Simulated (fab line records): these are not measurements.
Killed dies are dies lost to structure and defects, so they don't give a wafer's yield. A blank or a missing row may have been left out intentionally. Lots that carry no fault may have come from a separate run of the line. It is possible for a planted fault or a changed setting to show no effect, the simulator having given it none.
Which tool is to blame? | flow nandHarc | 33 wafers from 11 lots sampled at 3 of the route's 1302 steps

== WHAT THE GAUGES READ, wafer by wafer ==
NHARC_P_BONDPAD_CD_MEAS_09: the cd target is 500 nm.
lot  | measured     | on       | cdNm (nm)
L182 | day 7 10:35  | cdSem-02 | 500.9 501.6 501.2
L187 | day 9 12:44  | cdSem-03 | 509.3 509.7 508.5
L188 | day 10 00:31 | cdSem-01 | 500.7 500.2 501.5
L189 | day 10 04:15 | cdSem-03 | 506.7 508.9 508.5
L192 | day 11 19:11 | cdSem-03 | 507.4 506.6 505.6
L193 | day 11 20:20 | cdSem-03 | 506.9 507.5 506.2
L194 | day 13 02:17 | cdSem-03 | 500.0 499.9 501.1
L196 | day 13 20:59 | cdSem-01 | 500.3 498.2 497.5
L200 | day 14 23:46 | cdSem-03 | 497.1 498.2 497.8
L199 | day 15 06:04 | cdSem-03 | 502.0 502.6 502.8
L202 | day 15 15:26 | cdSem-03 | 498.2 499.8 499.7

== TOOL THAT RAN EACH LOT (tool first, then ch and the chambers of the sampled wafers, then the start) ==
lot  | NHARC_P_M2_PVD_21                      | NHARC_P_BONDPAD_EXPOSE_06
L182 | pvdSputter-01, day 7 10:26 or earlier  | krfScanner-04 ch 0, day 7 10:26
L187 | pvdSputter-03, day 9 12:35 or earlier  | krfScanner-03 ch 0, day 9 12:35
L188 | pvdSputter-02, day 10 00:21 or earlier | krfScanner-04 ch 0, day 10 00:21
L189 | pvdSputter-02, day 10 04:05 or earlier | krfScanner-03 ch 0, day 10 04:05
L192 | pvdSputter-03, day 11 19:02 or earlier | krfScanner-03 ch 0, day 11 19:02
L193 | pvdSputter-03, day 11 20:11 or earlier | krfScanner-03 ch 0, day 11 20:11
L194 | pvdSputter-03, day 13 02:08 or earlier | krfScanner-04 ch 0, day 13 02:08
L196 | pvdSputter-01, day 13 20:51 or earlier | krfScanner-04 ch 0, day 13 20:51
L200 | pvdSputter-01, day 14 23:37 or earlier | krfScanner-02 ch 0, day 14 23:37
L199 | pvdSputter-02, day 15 05:55 or earlier | krfScanner-04 ch 0, day 15 05:55
L202 | pvdSputter-02, day 15 15:17 or earlier | krfScanner-02 ch 0, day 15 15:17
- NHARC_P_M2_PVD_21: deposits Cu, target thk 30 nm, time 20.49 s.
- NHARC_P_BONDPAD_EXPOSE_06: exposes mask P BPAD.

== THE ANSWER, worked out from the rows above alone ==
Rule: the lots themselves supply what counts as usual. The widest of any qualifying gaps counts: lots, ordered by their means at a reading, are off when they make up no more than a third of the lots, leave a main group of 4 or more, and stand apart from it by 3 or more times the standard deviation of that group's means. If all means in a main group match to the digits the tables above print for the reading, that group is not used. Also off: a lot with no number at a reading for which 4 or more lots have one. All remaining lots with rows at the step are treated as sound.
Nothing can be told from this: no lot is off at any reading shown.

== WHAT WAS PUT IN BY THE SIMULATOR ==
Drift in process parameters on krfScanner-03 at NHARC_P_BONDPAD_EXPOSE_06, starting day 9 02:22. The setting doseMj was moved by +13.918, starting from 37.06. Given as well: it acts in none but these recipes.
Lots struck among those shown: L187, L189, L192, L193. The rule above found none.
